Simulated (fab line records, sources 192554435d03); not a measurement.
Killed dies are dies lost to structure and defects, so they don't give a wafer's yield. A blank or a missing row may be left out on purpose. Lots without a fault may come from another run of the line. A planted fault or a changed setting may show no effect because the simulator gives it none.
fab line records | flow n5_finfet
record lots=24 wafers=72 last_day=17
route steps=1938 shown BEOL_M7@1263 BEOL_M8@1346
lots that met no fault: from a run of the same line without faults
start_h: hours from the record's first day to the start of the lot's first wafer shown | wait_h: hours since the lot's step before | " the same as in the row above | L1.1+2: a row that stands for several wafers | - no value, or no start given | * or withheld: withheld | < > ~ a bound
route shown NAME@n: a module of which the file shows steps, and the number in the route of the first | usual: mean/standard deviation of fault-free wafers | same: alike in all rows | chamber/n: place in a boat | sites: the reading at each site | _std_site: their standard deviation | _edge_site: outer sites' mean less inner sites' | radius_mm: how far each site lies from the wafer's centre | mask NAME#n: copy n | behind: the tool/chamber that last shaped the wafer | hold: why the lot was held/for how many hours/how that ended | device: the transistor (n, p or np) that didn't switch | end of line: the same wafers' tests at the end of the route | a step without rows: its recipe alone | killed: dies lost to structure and defects at the first sort, not the wafer's yield | map: a wafer's dies, x killed, . not, _ none there
set.NAME: the setting as run; set.NAME@STEP: as run at that earlier step | model.NAME: the simulator's own value behind a step, which no gauge read
steps of the route over a sample of lots; a table a step, a row a wafer
services: from which hour (start_h, from the record's first day; less than 0 if before it) a tool's chamber was out of use, for how many hours, and why
## steps
# step N5_BEOL_M7_ILD_DEP_00
# recipe material=SiCOH_lowk target_thk_a=1797.5 temp_c=300 precursor=DEMS/porogen pressure_torr=5 rf_w=500 time_s=33.4
# usual chamber_pressure_Torr=5.000/0.011 heater_power_w=318/54 showerhead_plenum_p_Torr=5.743/0.017 throttle_valve_pct=13.7/0.94
# columns lot.wafer tool chamber start_h wait_h chamber_pressure_Torr heater_power_w showerhead_plenum_p_Torr throttle_valve_pct
L074.2 pecvd-04 1 186.89 0.0 5.006 359 5.736 12.9
L074.3 " 0 " " 5.013 361 5.777 13.6
L074.4 " 2 " " 4.999 270 5.748 14.3
L075.1 pecvd-02 0 206.90 0.0 5.010 398 5.715 15.2
L075.4 " 0 " " 5.011 394 5.713 15.1
L075.5 " 1 " " 4.990 277 5.727 14.9
L077.2 pecvd-04 0 207.12 0.0 5.007 352 5.747 13.6
L077.3 " 1 " " 5.006 300 5.749 12.8
L077.4 " 0 " " 5.008 356 5.762 13.3
L076.3 pecvd-04 1 207.37 0.1 5.015 323 5.737 12.6
L076.5 " 0 " " 4.978 358 5.762 13.9
L076.6 " 1 " " 4.985 330 5.745 12.7
L079.1 pecvd-01 2 212.25 0.0 5.013 314 5.736 13.1
L079.4 " 0 " " 4.999 343 5.762 14.9
L079.6 " 1 " " 5.015 293 5.746 13.6
L078.1 pecvd-04 1 212.46 0.0 4.976 376 5.740 12.4
L078.4 " 1 " " 5.003 301 5.733 12.4
L078.5 " 1 " " 5.001 301 5.748 12.6
L080.3 pecvd-04 0 224.57 0.1 5.000 315 5.755 13.5
L080.4 " 1 " " 4.999 356 5.746 12.3
L080.5 " 1 " " 4.999 349 5.738 12.6
L081.3 pecvd-04 1 233.69 0.0 4.981 350 5.764 12.5
L081.5 " 0 " " 5.012 365 5.750 13.8
L081.6 " 2 " " 5.005 281 5.739 13.2
L082.1 pecvd-04 1 238.05 0.0 5.011 318 5.728 12.6
L082.4 " 1 " " 5.005 332 5.737 12.8
L082.6 " 0 " " 4.986 333 5.759 13.6
L083.1 pecvd-02 1 243.54 0.0 5.007 264 5.739 14.9
L083.4 " 1 " " 4.995 268 5.724 14.8
L083.5 " 0 " " 4.987 355 5.714 15.0
L085.3 pecvd-01 0 257.14 0.0 5.015 321 5.753 14.8
L085.5 " 2 " " 5.001 308 5.739 13.1
L085.6 " 0 " " 5.006 332 5.741 14.7
L086.1 pecvd-02 0 268.21 0.0 4.992 444 5.710 15.3
L086.5 " 2 " " 4.986 241 5.748 13.0
L086.6 " 1 " " 5.001 288 5.728 14.6
L084.1 pecvd-01 2 268.32 0.0 5.006 271 5.745 13.2
L084.2 " 0 " " 5.007 325 5.757 14.7
L084.6 " 0 " " 5.004 324 5.753 14.8
L088.2 pecvd-01 0 272.35 0.0 5.011 348 5.748 14.8
L088.5 " 0 " " 5.015 350 5.752 14.7
L088.6 " 1 " " 4.995 260 5.731 13.6
L087.1 pecvd-02 1 280.53 0.0 4.993 265 5.731 15.1
L087.2 " 2 " " 4.991 201 5.763 12.8
L087.3 " 0 " " 4.996 422 5.692 15.4
L089.1 pecvd-02 1 281.46 0.0 4.992 247 5.715 15.0
L089.4 " 1 " " 4.996 251 5.731 14.9
L089.6 " 2 " " 5.000 228 5.750 13.1
L090.2 pecvd-04 2 285.93 0.0 5.010 296 5.746 13.2
L090.3 " 1 " " 4.992 371 5.739 12.6
L090.6 " 2 " " 5.008 293 5.742 13.1
L091.1 pecvd-04 0 288.05 0.0 4.980 354 5.748 13.8
L091.2 " 2 " " 5.008 280 5.741 13.1
L091.3 " 1 " " 4.988 370 5.740 12.8
L093.1 pecvd-04 0 297.34 0.0 5.005 307 5.772 13.5
L093.5 " 1 " " 4.995 364 5.757 12.6
L093.6 " 2 " " 4.987 244 5.753 13.3
L092.2 pecvd-02 2 303.84 0.0 4.985 234 5.741 12.8
L092.4 " 1 " " 5.005 240 5.735 14.8
L092.5 " 0 " " 5.001 419 5.711 15.2
L094.1 pecvd-02 2 319.97 0.0 5.023 234 5.746 12.9
L094.3 " 0 " " 5.009 371 5.707 15.4
L094.4 " 0 " " 5.014 373 5.704 15.6
L095.2 pecvd-02 2 323.06 0.0 4.979 249 5.748 12.8
L095.4 " 1 " " 4.989 306 5.735 14.7
L095.5 " 2 " " 4.991 242 5.747 13.2
L096.1 pecvd-04 1 327.89 0.0 5.007 346 5.743 12.5
L096.3 " 0 " " 4.999 367 5.756 13.8
L096.6 " 0 " " 4.993 285 5.765 13.9
L097.3 pecvd-04 1 337.76 0.0 5.009 368 5.750 12.9
L097.4 " 1 " " 5.004 299 5.751 12.8
L097.6 " 2 " " 4.999 300 5.744 13.5
# step N5_BEOL_M7_DEGAS_44
# recipe ambient=vacuum temp_c=250 time_s=60
# usual heater_power_w=344/35
# columns lot.wafer tool chamber start_h wait_h heater_power_w
L074.2 pvd_sputter-03 - 192.97 0.4 309
L074.3 " - " " 352
L074.4 " - " " 314
L075.1 pvd_sputter-01 - 213.34 2.1 380
L075.4 " - " " 390
L075.5 " - " " 384
L077.2 pvd_sputter-01 - 213.66 1.9 390
L077.3 " - " " 306
L077.4 " - " " 385
L076.3 pvd_sputter-01 - 213.74 1.8 392
L076.5 " - " " 374
L076.6 " - " " 399
L079.1 pvd_sputter-01 - 218.06 0.4 378
L079.4 " - " " 313
L079.6 " - " " 396
L078.1 pvd_sputter-03 - 218.19 0.4 354
L078.4 " - " " 312
L078.5 " - " " 323
L080.3 pvd_sputter-02 - 230.88 0.4 363
L080.4 " - " " 294
L080.5 " - " " 372
L081.3 pvd_sputter-01 - 239.74 0.2 297
L081.5 " - " " 334
L081.6 " - " " 309
L082.1 pvd_sputter-01 - 243.84 1.1 307
L082.4 " - " " 399
L082.6 " - " " 309
L083.1 pvd_sputter-03 - 250.89 0.9 364
L083.4 " - " " 327
L083.5 " - " " 389
L085.3 pvd_sputter-03 - 264.55 1.5 317
L085.5 " - " " 324
L085.6 " - " " 385
L086.1 pvd_sputter-03 - 271.69 0.3 356
L086.5 " - " " 322
L086.6 " - " " 359
L084.1 pvd_sputter-03 - 275.43 1.2 318
L084.2 " - " " 362
L084.6 " - " " 317
L088.2 pvd_sputter-01 - 278.24 0.5 393
L088.5 " - " " 334
L088.6 " - " " 392
L087.1 pvd_sputter-02 - 285.55 0.5 322
L087.2 " - " " 365
L087.3 " - " " 281
L089.1 pvd_sputter-01 - 285.84 0.3 339
L089.4 " - " " 379
L089.6 " - " " 371
L090.2 pvd_sputter-01 - 293.10 0.6 373
L090.3 " - " " 334
L090.6 " - " " 301
L091.1 pvd_sputter-01 - 293.30 0.4 333
L091.2 " - " " 296
L091.3 " - " " 377
L093.1 pvd_sputter-01 - 303.40 0.8 335
L093.5 " - " " 303
L093.6 " - " " 327
L092.2 pvd_sputter-01 - 309.74 0.2 397
L092.4 " - " " 327
L092.5 " - " " 395
L094.1 pvd_sputter-02 - 326.67 0.3 325
L094.3 " - " " 361
L094.4 " - " " 292
L095.2 pvd_sputter-02 - 331.47 0.7 364
L095.4 " - " " 293
L095.5 " - " " 326
L096.1 pvd_sputter-02 - 336.19 3.3 327
L096.3 " - " " 284
L096.6 " - " " 326
L097.3 pvd_sputter-03 - 343.36 0.4 385
L097.4 " - " " 322
L097.6 " - " " 346
# step N5_BEOL_M7_ANNEAL_51
# recipe temp_c=225 time_s=90 ambient=N2
# usual wafer_temp_C_max=226.2/0.54
# columns lot.wafer tool chamber start_h wait_h wafer_temp_C_max
L074.2 rtp_anneal-01 0 193.84 0.1 225.6
L074.3 " 0 " " 225.2
L074.4 " 0 " " 225.5
L075.1 rtp_anneal-02 0 214.17 0.1 226.7
L075.4 " 0 " " 226.7
L075.5 " 0 " " 226.5
L076.3 rtp_anneal-02 0 215.43 0.7 226.5
L076.5 " 0 " " 226.4
L076.6 " 0 " " 226.6
L077.2 rtp_anneal-02 0 215.66 0.7 225.7
L077.3 " 0 " " 226.2
L077.4 " 0 " " 226.5
L079.1 rtp_anneal-02 0 219.15 0.2 226.6
L079.4 " 0 " " 226.7
L079.6 " 0 " " 226.6
L078.1 rtp_anneal-02 0 219.42 0.3 226.4
L078.4 " 0 " " 226.9
L078.5 " 0 " " 226.6
L080.3 rtp_anneal-01 0 232.45 0.6 225.3
L080.4 " 0 " " 225.8
L080.5 " 0 " " 225.9
L081.3 rtp_anneal-02 0 242.39 0.3 226.8
L081.5 " 0 " " 226.3
L081.6 " 0 " " 226.6
L082.1 rtp_anneal-01 0 244.77 0.1 225.4
L082.4 " 0 " " 225.6
L082.6 " 0 " " 225.6
L083.1 rtp_anneal-02 0 252.43 0.5 226.8
L083.4 " 0 " " 226.3
L083.5 " 0 " " 226.9
L085.3 rtp_anneal-02 0 265.88 0.4 226.8
L085.5 " 0 " " 226.6
L085.6 " 0 " " 226.7
L086.1 rtp_anneal-01 0 274.65 0.1 226.2
L086.5 " 0 " " 225.6
L086.6 " 0 " " 225.9
L084.1 rtp_anneal-02 0 277.04 0.5 226.5
L084.2 " 0 " " 226.0
L084.6 " 0 " " 227.3
L088.2 rtp_anneal-01 0 280.53 0.3 225.4
L088.5 " 0 " " 225.6
L088.6 " 0 " " 225.4
L087.1 rtp_anneal-02 0 286.37 0.1 227.3
L087.2 " 0 " " 226.6
L087.3 " 0 " " 226.5
L089.1 rtp_anneal-01 0 288.46 0.3 225.6
L089.4 " 0 " " 225.7
L089.6 " 0 " " 225.7
L090.2 rtp_anneal-02 0 295.25 0.7 226.2
L090.3 " 0 " " 227.0
L090.6 " 0 " " 227.0
L091.1 rtp_anneal-01 0 295.62 0.9 225.7
L091.2 " 0 " " 226.0
L091.3 " 0 " " 225.4
L093.1 rtp_anneal-02 0 304.39 0.2 226.9
L093.5 " 0 " " 226.8
L093.6 " 0 " " 226.1
L092.2 rtp_anneal-02 0 312.49 0.3 226.3
L092.4 " 0 " " 226.5
L092.5 " 0 " " 226.3
L094.1 rtp_anneal-01 0 327.92 0.2 225.4
L094.3 " 0 " " 225.5
L094.4 " 0 " " 225.6
L095.2 rtp_anneal-01 0 333.34 0.8 225.6
L095.4 " 0 " " 225.9
L095.5 " 0 " " 225.6
L096.1 rtp_anneal-02 0 337.06 0.1 226.7
L096.3 " 0 " " 226.7
L096.6 " 0 " " 226.3
L097.3 rtp_anneal-01 0 345.31 0.9 225.8
L097.4 " 0 " " 225.7
L097.6 " 0 " " 225.9
# step N5_BEOL_M8_OVL_MEAS_12
# recipe points_per_wafer=44
# usual M8_OVL=-0.2/0.68
# columns lot.wafer tool chamber start_h wait_h M8_OVL[nm]
L074.2 overlay-01 0 197.24 0.0 1.1
L074.3 " 0 " " -0.1
L074.4 " 0 " " -0.4
L075.1 overlay-02 0 217.76 0.0 -0.7
L075.4 " 0 " " -1.4
L075.5 " 0 " " -0.8
L076.3 overlay-02 0 218.24 0.0 -0.1
L076.5 " 0 " " 0.9
L076.6 " 0 " " -0.9
L077.2 overlay-02 0 218.31 0.0 -0.1
L077.3 " 0 " " 0.0
L077.4 " 0 " " -0.3
L079.1 overlay-01 0 221.75 0.0 -1.2
L079.4 " 0 " " -0.3
L079.6 " 0 " " 0.9
L078.1 overlay-02 0 222.09 0.0 1.1
L078.4 " 0 " " 0.3
L078.5 " 0 " " 1.0
L080.3 overlay-01 0 235.76 0.0 -1.0
L080.4 " 0 " " -0.7
L080.5 " 0 " " -0.3
L081.3 overlay-01 0 245.83 0.0 -0.9
L081.5 " 0 " " -0.2
L081.6 " 0 " " -0.5
L082.1 overlay-01 0 246.91 0.0 0.0
L082.4 " 0 " " -0.5
L082.6 " 0 " " -1.6
L083.1 overlay-02 0 255.63 0.0 0.3
L083.4 " 0 " " -0.8
L083.5 " 0 " " -0.8
L085.3 overlay-02 0 268.68 0.0 0.4
L085.5 " 0 " " 0.7
L085.6 " 0 " " -0.3
L086.1 overlay-02 0 277.24 0.0 0.3
L086.5 " 0 " " -0.1
L086.6 " 0 " " -0.5
L084.1 overlay-02 0 279.47 0.0 -1.2
L084.2 " 0 " " -0.5
L084.6 " 0 " " -1.2
L088.2 overlay-02 0 283.40 0.0 -1.2
L088.5 " 0 " " -1.5
L088.6 " 0 " " -1.2
L087.1 overlay-01 0 288.91 0.0 0.0
L087.2 " 0 " " 0.1
L087.3 " 0 " " -0.1
L089.1 overlay-01 0 292.59 0.0 0.4
L089.4 " 0 " " 0.9
L089.6 " 0 " " 0.0
L090.2 overlay-01 0 297.49 0.0 0.7
L090.3 " 0 " " 1.1
L090.6 " 0 " " 1.3
L091.1 overlay-02 0 297.77 0.0 0.3
L091.2 " 0 " " -0.5
L091.3 " 0 " " -0.7
L093.1 overlay-02 0 307.60 0.0 -1.1
L093.5 " 0 " " 0.4
L093.6 " 0 " " -0.5
L092.2 overlay-01 0 317.96 0.0 -0.8
L092.4 " 0 " " -0.8
L092.5 " 0 " " -0.3
L094.1 overlay-01 0 331.06 0.0 0.8
L094.3 " 0 " " 0.1
L094.4 " 0 " " -0.2
L095.2 overlay-01 0 337.07 0.0 -0.6
L095.4 " 0 " " -0.6
L095.5 " 0 " " 0.2
L096.1 overlay-01 0 340.14 0.0 -0.4
L096.3 " 0 " " 1.1
L096.6 " 0 " " 0.9
L097.3 overlay-01 0 347.57 0.0 -0.8
L097.4 " 0 " " -0.6
L097.6 " 0 " " -0.6
# step N5_BEOL_M8_STRIP_19
# recipe chemistry=O2 power_w=400 temp_c=40 pressure_mtorr=30 rf_frequency_hz=6e+07 bias_power_w=0 overash_fraction=0.2 o2_flow_sccm=225
# usual chamber_pressure_mTorr=30.00/0.035 drypump_motor_current_A=5.8/0.39 oes_product_au=0.80/0.075 rf_vpp_V=3.6/0.58 showerhead_plenum_p_Torr=2.12/0.07 throttle_valve_pct=16.52/0.22
# columns lot.wafer tool chamber start_h wait_h chamber_pressure_mTorr drypump_motor_current_A oes_product_au rf_hours_counter_h rf_vpp_V showerhead_plenum_p_Torr throttle_valve_pct
L074.2 rie_diel-04 2 197.74 0.1 30.06 5.9 0.79 100 4.7 2.12 16.84
L074.3 " 3 " " 30.02 5.6 0.95 14 3.1 2.14 16.27
L074.4 " 1 " " 29.97 6.0 0.84 - 3.0 2.13 16.23
L075.1 rie_diel-06 2 218.21 0.1 29.96 5.6 0.76 168 4.0 2.00 16.73
L075.4 " 3 " " 29.97 6.6 0.68 247 2.7 1.97 16.41
L075.5 " 2 " " 30.03 5.7 0.75 - 4.2 2.00 16.73
L076.3 rie_diel-06 1 218.74 0.1 30.01 6.4 0.84 78 5.5 2.22 16.61
L076.5 " 3 " " 29.94 6.6 0.67 - 4.6 1.97 16.42
L076.6 " 2 " " 29.98 5.7 0.75 - 4.1 2.00 16.73
L077.2 rie_diel-06 2 218.78 0.1 29.97 5.7 0.76 168 3.7 2.00 16.71
L077.3 " 0 " " 29.98 5.9 0.73 167 2.7 2.10 16.60
L077.4 " 3 " " 29.96 6.6 0.68 247 4.1 1.97 16.45
L079.1 rie_diel-04 1 222.19 0.1 30.04 6.0 0.83 74 4.5 2.12 16.27
L079.4 " 0 " " 29.96 5.4 0.86 63 3.1 2.13 16.60
L079.6 " 3 " " 29.99 5.6 0.91 - 3.6 2.14 16.27
L078.1 rie_diel-04 3 222.55 0.1 29.98 5.5 0.90 24 3.9 2.14 16.31
L078.4 " 0 " " 29.99 5.4 0.85 63 3.0 2.13 16.58
L078.5 " 0 " " 30.00 5.4 0.86 - 2.8 2.13 16.61
L080.3 rie_diel-06 1 236.31 0.2 30.00 6.5 0.84 84 3.8 2.21 16.59
L080.4 " 2 " " 30.02 5.7 0.75 - 4.5 2.00 16.73
L080.5 " 0 " " 30.03 5.9 0.73 - 3.5 2.10 16.60
L081.3 rie_diel-06 0 246.38 0.2 29.98 5.9 0.72 178 4.8 2.10 16.60
L081.5 " 1 " " 30.02 6.4 0.83 - 3.0 2.21 16.61
L081.6 " 0 " " 30.01 5.9 0.72 - 4.8 2.10 16.60
L082.1 rie_diel-05 0 247.42 0.1 30.04 5.1 0.86 44 4.1 2.22 16.66
L082.4 " 1 " " 30.01 5.7 0.71 165 3.0 2.18 16.51
L082.6 " 1 " " 30.04 5.7 0.72 - 3.5 2.18 16.50
L083.1 rie_diel-05 0 256.18 0.2 29.99 5.1 0.86 47 3.6 2.22 16.65
L083.4 " 3 " " 30.07 5.9 0.96 5 3.8 2.06 16.41
L083.5 " 2 " " 30.04 5.8 0.87 - 3.4 2.13 16.15
L085.3 rie_diel-04 3 269.22 0.1 30.01 5.6 0.88 41 4.1 2.13 16.31
L085.5 " 0 " " 30.01 5.4 0.83 - 3.2 2.12 16.65
L085.6 " 3 " " 29.99 5.6 0.89 - 3.9 2.13 16.31
L086.1 rie_diel-04 1 277.80 0.1 29.99 6.0 0.81 94 3.7 2.12 16.29
L086.5 " 3 " " 30.08 5.6 0.87 - 2.9 2.13 16.34
L086.6 " 2 " " 30.03 5.9 0.77 - 3.6 2.11 16.87
L084.1 rie_diel-04 3 280.17 0.1 29.97 5.6 0.87 44 3.5 2.13 16.32
L084.2 " 2 " " 30.02 5.9 0.77 127 4.6 2.11 16.88
L084.6 " 3 " " 30.04 5.6 0.87 - 3.7 2.13 16.33
L088.2 rie_diel-04 1 284.27 0.3 30.02 6.0 0.79 97 2.6 2.11 16.32
L088.5 " 3 " " 29.99 5.6 0.87 - 3.1 2.13 16.33
L088.6 " 2 " " 30.00 5.9 0.77 - 3.2 2.10 16.90
L087.1 rie_diel-05 0 289.37 0.1 30.05 5.1 0.83 60 3.0 2.22 16.68
L087.2 " 3 " " 29.99 5.9 0.92 18 4.8 2.06 16.43
L087.3 " 2 " " 29.95 5.8 0.84 66 3.7 2.13 16.17
L089.1 rie_diel-05 3 293.03 0.1 30.01 5.9 0.92 19 4.5 2.06 16.42
L089.4 " 2 " " 29.99 5.8 0.86 68 3.8 2.13 16.17
L089.6 " 1 " " 29.96 5.6 0.71 - 3.8 2.17 16.55
L090.2 rie_diel-05 1 298.05 0.1 29.99 5.7 0.70 184 4.2 2.17 16.54
L090.3 " 3 " " 29.98 5.9 0.91 21 3.9 2.05 16.44
L090.6 " 0 " " 29.97 5.1 0.83 - 4.0 2.22 16.68
L091.1 rie_diel-05 1 298.22 0.1 30.04 5.6 0.71 184 3.7 2.17 16.53
L091.2 " 2 " " 30.04 5.8 0.84 70 3.7 2.13 16.18
L091.3 " 0 " " 29.99 5.1 0.83 63 3.1 2.22 16.69
L093.1 rie_diel-06 1 308.05 0.1 30.00 6.4 0.82 106 3.4 2.21 16.65
L093.5 " 1 " " 29.97 6.4 0.81 - 3.1 2.21 16.66
L093.6 " 0 " " 30.02 5.9 0.70 - 3.7 2.09 16.64
L092.2 rie_diel-06 2 318.42 0.1 30.00 5.7 0.74 199 2.7 1.99 16.77
L092.4 " 3 " " 29.98 6.6 0.92 22 4.0 2.22 16.01
L092.5 " 3 " " 30.02 6.6 0.92 - 3.8 2.22 16.00
L094.1 rie_diel-06 2 331.51 0.1 30.02 5.6 0.73 202 3.6 1.99 16.78
L094.3 " 0 " " 30.02 5.9 0.70 205 3.6 2.09 16.66
L094.4 " 3 " " 30.00 6.6 0.91 25 2.9 2.22 16.01
L095.2 rie_diel-05 2 337.59 0.1 30.00 5.8 0.83 86 4.0 2.12 16.21
L095.4 " 3 " " 30.03 5.9 0.89 36 4.0 2.05 16.49
L095.5 " 1 " " 30.02 5.7 0.69 - 4.0 2.16 16.57
L096.1 rie_diel-06 3 340.64 0.1 30.03 6.6 0.91 28 4.0 2.22 16.02
L096.3 " 0 " " 29.92 5.9 0.69 209 3.9 2.08 16.66
L096.6 " 3 " " 29.97 6.6 0.91 - 3.3 2.22 16.03
L097.3 rie_diel-04 1 348.08 0.1 29.93 6.0 0.77 120 3.9 2.11 16.35
L097.4 " 2 " " 29.99 5.9 0.74 151 3.3 2.10 16.94
L097.6 " 1 " " 29.99 6.0 0.77 - 3.8 2.11 16.36
# step N5_BEOL_M8_DESCUM_33
# recipe chemistry=O2 time_s=7 source_power_w=50 bias_power_w=20 pressure_mtorr=20 rf_frequency_hz=2.712e+07 temp_c=40 resist=CAR-EUV o2_flow_sccm=225
# usual chamber_pressure_mTorr=19.999/0.017 drypump_motor_current_A=5.8/0.42 oes_product_au=0.80/0.077 rf_vpp_V=243.8/1.3 showerhead_plenum_p_Torr=2.13/0.07 throttle_valve_pct=20.24/0.24
# columns lot.wafer tool chamber start_h wait_h chamber_pressure_mTorr drypump_motor_current_A oes_product_au rf_hours_counter_h rf_vpp_V showerhead_plenum_p_Torr throttle_valve_pct
L074.2 rie_diel-06 2 203.41 0.3 19.984 5.6 0.75 163 241.2 2.00 20.44
L074.3 " 1 " " 19.996 6.4 0.85 74 244.8 2.21 20.37
L074.4 " 0 " " 19.980 5.9 0.73 162 242.1 2.10 20.32
L075.1 rie_diel-06 3 218.82 0.1 20.033 6.6 0.67 247 242.2 1.97 20.13
L075.4 " 0 " " 19.978 5.9 0.73 167 242.3 2.09 20.34
L075.5 " 0 " " 19.973 5.9 0.73 - 243.0 2.09 20.34
L077.2 rie_diel-06 1 220.90 0.0 19.970 6.4 0.85 79 245.1 2.21 20.37
L077.3 " 2 " " 19.998 5.6 0.76 168 242.4 2.00 20.46
L077.4 " 0 " " 20.019 5.9 0.72 167 243.1 2.09 20.34
L076.3 rie_diel-05 0 221.29 0.4 19.975 5.1 0.88 31 245.2 2.22 20.39
L076.5 " 0 " " 20.007 5.1 0.88 - 246.1 2.22 20.40
L076.6 " 1 " " 19.993 5.6 0.73 - 245.0 2.18 20.20
L079.1 rie_diel-05 1 223.34 0.0 20.004 5.6 0.73 154 244.4 2.17 20.21
L079.4 " 1 " " 20.014 5.6 0.73 - 244.6 2.18 20.21
L079.6 " 2 " " 20.016 5.8 0.89 - 243.7 2.13 19.86
L078.1 rie_diel-06 3 223.93 0.5 19.985 6.6 0.67 249 242.7 1.97 20.11
L078.4 " 0 " " 20.029 5.9 0.72 169 243.0 2.09 20.33
L078.5 " 0 " " 19.998 5.9 0.72 - 242.3 2.09 20.34
L080.3 rie_diel-05 0 238.81 0.6 20.019 5.1 0.86 40 245.7 2.22 20.42
L080.4 " 1 " " 20.010 5.7 0.72 - 244.1 2.17 20.22
L080.5 " 2 " " 20.024 5.8 0.89 - 245.0 2.13 19.85
L082.1 rie_diel-05 0 249.15 0.5 20.002 5.1 0.85 44 245.2 2.22 20.42
L082.4 " 1 " " 19.998 5.7 0.72 166 243.8 2.17 20.23
L082.6 " 0 " " 19.994 5.0 0.86 - 245.0 2.22 20.44
L081.3 rie_diel-06 1 249.38 0.6 19.999 6.5 0.83 90 245.1 2.21 20.38
L081.5 " 2 " " 19.987 5.6 0.75 - 242.4 1.99 20.47
L081.6 " 0 " " 20.029 5.9 0.72 - 244.2 2.09 20.34
L083.1 rie_diel-05 3 256.72 0.1 20.012 5.9 0.96 5 243.4 2.06 20.20
L083.4 " 1 " " 19.990 5.7 0.71 168 245.4 2.17 20.24
L083.5 " 1 " " 19.986 5.6 0.72 - 245.5 2.17 20.22
L085.3 rie_diel-05 1 270.21 0.0 19.984 5.6 0.71 174 243.5 2.17 20.23
L085.5 " 2 " " 19.980 5.8 0.86 - 243.6 2.12 19.89
L085.6 " 1 " " 20.007 5.6 0.72 - 245.9 2.17 20.24
L086.1 rie_diel-06 1 278.46 0.0 20.008 6.4 0.83 96 244.1 2.21 20.39
L086.5 " 0 " " 20.006 5.9 0.71 - 242.7 2.09 20.36
L086.6 " 3 " " 19.990 6.6 0.95 - 246.3 2.22 19.72
L084.1 rie_diel-06 1 281.67 0.0 20.009 6.4 0.82 97 245.8 2.20 20.40
L084.2 " 0 " " 20.004 5.9 0.72 190 244.4 2.09 20.37
L084.6 " 3 " " 20.023 6.6 0.96 - 245.7 2.22 19.75
L088.2 rie_diel-04 3 284.80 0.1 19.991 5.6 0.87 46 242.7 2.13 20.07
L088.5 " 2 " " 19.999 5.9 0.77 - 242.9 2.10 20.68
L088.6 " 3 " " 19.951 5.6 0.87 - 245.1 2.13 20.08
L087.1 rie_diel-06 3 292.06 0.0 20.021 6.6 0.93 14 245.9 2.22 19.73
L087.2 " 1 " " 19.986 6.5 0.82 101 244.1 2.20 20.39
L087.3 " 0 " " 20.003 5.9 0.71 194 242.2 2.09 20.39
L089.1 rie_diel-05 1 293.67 0.0 20.058 5.6 0.71 183 244.6 2.16 20.25
L089.4 " 3 " " 20.001 5.9 0.91 19 243.7 2.05 20.23
L089.6 " 2 " " 20.008 5.8 0.84 - 242.4 2.12 19.89
L091.1 rie_diel-04 2 300.02 0.0 19.974 5.9 0.77 134 244.4 2.10 20.67
L091.2 " 1 " " 20.010 6.0 0.80 102 243.0 2.11 20.03
L091.3 " 0 " " 19.993 5.4 0.82 92 244.6 2.12 20.40
L090.2 rie_diel-06 3 300.69 0.5 19.971 6.6 0.93 17 244.1 2.22 19.73
L090.3 " 1 " " 19.992 6.4 0.82 104 243.9 2.20 20.40
L090.6 " 0 " " 20.009 5.9 0.70 - 241.4 2.08 20.37
L093.1 rie_diel-04 1 308.92 0.4 20.008 6.0 0.80 106 244.9 2.11 20.05
L093.5 " 0 " " 19.987 5.4 0.81 - 243.7 2.12 20.41
L093.6 " 1 " " 19.985 6.0 0.79 - 243.9 2.11 20.03
L092.2 rie_diel-04 2 319.89 0.0 20.009 5.9 0.76 142 243.8 2.10 20.68
L092.4 " 3 " " 19.992 5.6 0.85 59 244.1 2.12 20.10
L092.5 " 0 " " 19.987 5.4 0.82 - 243.0 2.11 20.42
L094.1 rie_diel-04 0 335.88 0.0 19.999 5.4 0.80 104 245.2 2.11 20.42
L094.3 " 2 " " 19.993 6.0 0.76 147 244.3 2.10 20.70
L094.4 " 3 " " 19.994 5.6 0.84 64 243.9 2.12 20.10
L095.2 rie_diel-05 3 338.51 0.0 19.991 5.9 0.87 36 242.3 2.05 20.25
L095.4 " 0 " " 20.010 5.1 0.80 79 245.5 2.21 20.47
L095.5 " 0 " " 20.006 5.1 0.81 - 243.6 2.21 20.48
L096.1 rie_diel-04 1 341.96 0.0 20.007 6.0 0.78 117 243.9 2.10 20.06
L096.3 " 0 " " 20.009 5.5 0.81 106 241.8 2.11 20.42
L096.6 " 3 " " 20.003 5.6 0.84 - 244.6 2.12 20.11
L097.3 rie_diel-05 3 348.64 0.0 19.996 5.9 0.88 39 242.5 2.04 20.26
L097.4 " 3 " " 20.015 5.9 0.88 - 242.9 2.04 20.27
L097.6 " 1 " " 20.022 5.7 0.70 - 244.8 2.16 20.27
## services
# columns tool chamber start_h hours kind
pvd_sputter-03 - 169.70 3.3 repair
pecvd-02 - 189.03 6.0 pm
pecvd-04 2 202.38 - clean
pecvd-04 2 202.38 - consumable_replace:showerhead
pecvd-04 2 202.38 29.0 scheduled_down
pecvd-04 2 202.38 29.0 vent_cycle
rie_diel-05 3 204.47 - clean
rie_diel-05 3 204.47 - consumable_replace:focus_ring
rie_diel-05 3 204.47 40.2 scheduled_down
rie_diel-05 3 204.47 40.2 vent_cycle
rie_diel-06 3 228.27 - clean
rie_diel-06 3 228.27 - consumable_replace:focus_ring
rie_diel-06 3 228.27 - consumable_replace:showerhead
rie_diel-06 3 228.27 22.3 scheduled_down
rie_diel-06 3 228.27 22.3 vent_cycle
pecvd-02 2 273.24 6.8 repair
pecvd-01 1 289.93 18.0 repair
pecvd-01 0 293.05 6.1 repair
pvd_sputter-01 - 300.26 1.2 repair
rie_diel-04 0 314.36 2.7 repair
pecvd-01 2 315.64 3.9 repair
pecvd-01 - 318.23 0.4 repair
pvd_sputter-01 - 330.77 4.0 repair
rie_diel-05 0 344.58 14.1 repair
## key
fault none
